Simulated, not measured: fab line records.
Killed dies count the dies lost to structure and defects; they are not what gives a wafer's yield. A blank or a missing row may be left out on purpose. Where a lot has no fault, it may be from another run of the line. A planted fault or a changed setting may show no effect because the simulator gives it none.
One fault through the eyes of 2 desks ; flow n5_finfet ; every desk sees just its own numbers, and what lay behind them comes last

AT THE TOOL OWNER'S DESK: hp_anneal-01
Per lot that ran on this tool, the mean of the sampled wafers carrying a number, from the tool's own readings at N5_MOL_CONTACT_COAG_ANNEAL_112 (time 1800 s). Marked OUT: a lot whose mean sits more than 4 standard deviations from the usual mean, which makes it out of limits; the brackets give that distance. 7 of its 11 readings are shown: the first one out of limits and those lying furthest out on some lot.
Columns: A = spike_tc_bottom_C at N5_MOL_CONTACT_COAG_ANNEAL_112, usual 420.1 C; B = spike_tc_centre_C at N5_MOL_CONTACT_COAG_ANNEAL_112, usual 401.5 C; C = spike_tc_lower_C at N5_MOL_CONTACT_COAG_ANNEAL_112, usual 398.1 C; D = spike_tc_top_C at N5_MOL_CONTACT_COAG_ANNEAL_112, usual 429.6 C; E = spike_tc_upper_C at N5_MOL_CONTACT_COAG_ANNEAL_112, usual 398.0 C; F = wafer_temp_C_max at N5_MOL_CONTACT_COAG_ANNEAL_112, usual 400.97; G = zone_power_bottom_pct at N5_MOL_CONTACT_COAG_ANNEAL_112, usual 11.42 %
lot;first seen here;A;B;C;D;E;F;G
L395;day 6 02:10;420.6;402.1;398.8;429.5;397.5;401.02;11.33
L398;day 7 00:01;419.7;401.8;398.5;428.8;397.9;401.06;11.45
L400;day 8 05:17;408.4 (-12) OUT;389.9 (-12) OUT;386.7 (-13) OUT;418.6 (-11) OUT;386.3 (-11) OUT;389.34 (-39) OUT;11.00 (-4.4) OUT
L401;day 8 08:33;408.0 (-12) OUT;389.5 (-12) OUT;385.9 (-13) OUT;418.8 (-11) OUT;386.4 (-11) OUT;389.39 (-39) OUT;11.01 (-4.2) OUT
L413;day 12 15:59;420.2;402.0;398.5;430.1;398.5;401.25;11.36
L411;day 12 18:59;419.6;402.0;398.4;430.1;397.3;401.24;11.39
L412;day 12 18:59;419.9;401.2;397.7;430.5;398.4;401.00;11.49
L414;day 12 18:59;420.6;401.1;397.8;429.2;399.0;401.06;11.42
This desk's verdict: out of limits on L400, L401, starting with L400 at day 8 05:17 (spike_tc_bottom_C at N5_MOL_CONTACT_COAG_ANNEAL_112). L395, L398, L413, L411, L412, L414 stayed within limits.

FROM THE METROLOGY DESK
Means of the sampled wafers that have a number, per lot and without regard to the tool the lot ran on: this is what the gauges read. Marked OUT: a lot whose mean sits more than 4 standard deviations from the usual mean, which makes it out of limits; the brackets give that distance. Of its 10 readings 7 are shown: those that lie furthest out on some lot.
Columns: A = DIBL_N at N5_BEOL_M4_RC_MEAS_101, usual 36.5 mV/V; B = DIBL_P at N5_BEOL_M4_RC_MEAS_101, usual 36.5 mV/V; C = ION_N at N5_BEOL_M4_RC_MEAS_101, usual 678 uA/um; D = ION_P at N5_BEOL_M4_RC_MEAS_101, usual 466 uA/um; E = SS_N at N5_BEOL_M4_RC_MEAS_101, usual 71.6 mV/dec; F = SS_P at N5_BEOL_M4_RC_MEAS_101, usual 73.3 mV/dec; G = VT_P at N5_BEOL_M4_RC_MEAS_101, usual -249 mV
lot;first seen here;A;B;C;D;E;F;G
L395;day 11 01:40;36.8;39.3;686;469;71.4;74.0;-247
L398;day 11 14:50;36.7;37.6;676;458;71.6;73.2;-254
L400;day 12 01:18;38.0;36.9;671;456;72.1;73.7;-253
L401;day 12 02:00;36.8;37.4;666;454;72.3;74.4;-253
L413;day 15 21:52;35.2;34.6;686;476;71.4;72.8;-244
L412;day 16 01:32;36.7;36.0;671;461;71.7;73.1;-251
L411;day 16 04:32;37.0;35.7;674;464;71.7;73.4;-249
L414;day 16 07:52;38.3;38.0;686;467;72.2;74.3;-248
This desk's verdict: no lot among the 8 shows anything out of limits.

ALL TOGETHER
The tool owner's desk had the chance to raise an alarm at day 8 05:17 on L400, L401.
Metrology desk: nothing out of limits seen.
The metrology desk holds a record of L400, L401, inside its limits.
N5_MOL_CONTACT_COAG_ANNEAL_112 was run on hp_anneal-01 by each of the lots named.

WHAT THE SIMULATOR HAD INSERTED
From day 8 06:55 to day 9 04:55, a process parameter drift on hp_anneal-01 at N5_MOL_CONTACT_COAG_ANNEAL_112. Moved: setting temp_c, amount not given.
Struck lots among those shown: L400, L401.
